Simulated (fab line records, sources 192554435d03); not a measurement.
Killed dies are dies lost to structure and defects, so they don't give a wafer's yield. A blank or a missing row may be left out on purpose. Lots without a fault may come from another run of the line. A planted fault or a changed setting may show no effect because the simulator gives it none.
Chamber matching | flow n5_finfet | N5_ILD0_CMP_03 on cmp-01: 4 sister chambers
The step polishes, stops on SiNx, t overpolish 1.9 s, target thk 197.38 nm. 4 wafers are shown with their chamber, then 7 later ones without.

WAFERS WITH THEIR CHAMBER
wafer  | chamber | motor_current_A (A)
L080.3 | 2       | 12.0
L080.6 | 0       | 12.6
L085.1 | 3       | 11.2
L085.3 | 1       | 12.2

WAFERS WITHOUT THEIR CHAMBER
wafer  | motor_current_A (A)
L085.5 | 12.1
L086.2 | 11.3
L086.3 | 11.2
L086.6 | 12.4
L092.1 | 11.3
L092.2 | 11.6
L092.4 | 12.0

WHICH CHAMBER EACH WENT THROUGH
wafer  | from the rows above          | in truth
L085.5 | can't be placed: 1 or 2      | 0
L086.2 | 3                            | 3
L086.3 | 3                            | 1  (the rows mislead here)
L086.6 | can't be placed: 0 or 1 or 2 | 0
L092.1 | 3                            | 3
L092.2 | can't be placed: 2 or 3 or 1 | 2
L092.4 | can't be placed: 2 or 1      | 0
Placed correctly: 2 of 7. Can't be placed from these rows: 4 (the true chamber is among the candidates in 2). Placed wrongly: 1.
How it was worked out, from the rows above alone: a wafer's distance from a chamber is the root of the sum, over the readings, of the square of ((its reading less the chamber's mean) divided by the reading's scatter). The wafer belongs to the nearest chamber; if the next one is less than 2 further off, it can't be placed. A chamber's mean is the mean of its shown wafers. The scatter: with one shown wafer a chamber, the root of the mean of the squares of how far each hidden wafer lies from its nearest shown one.
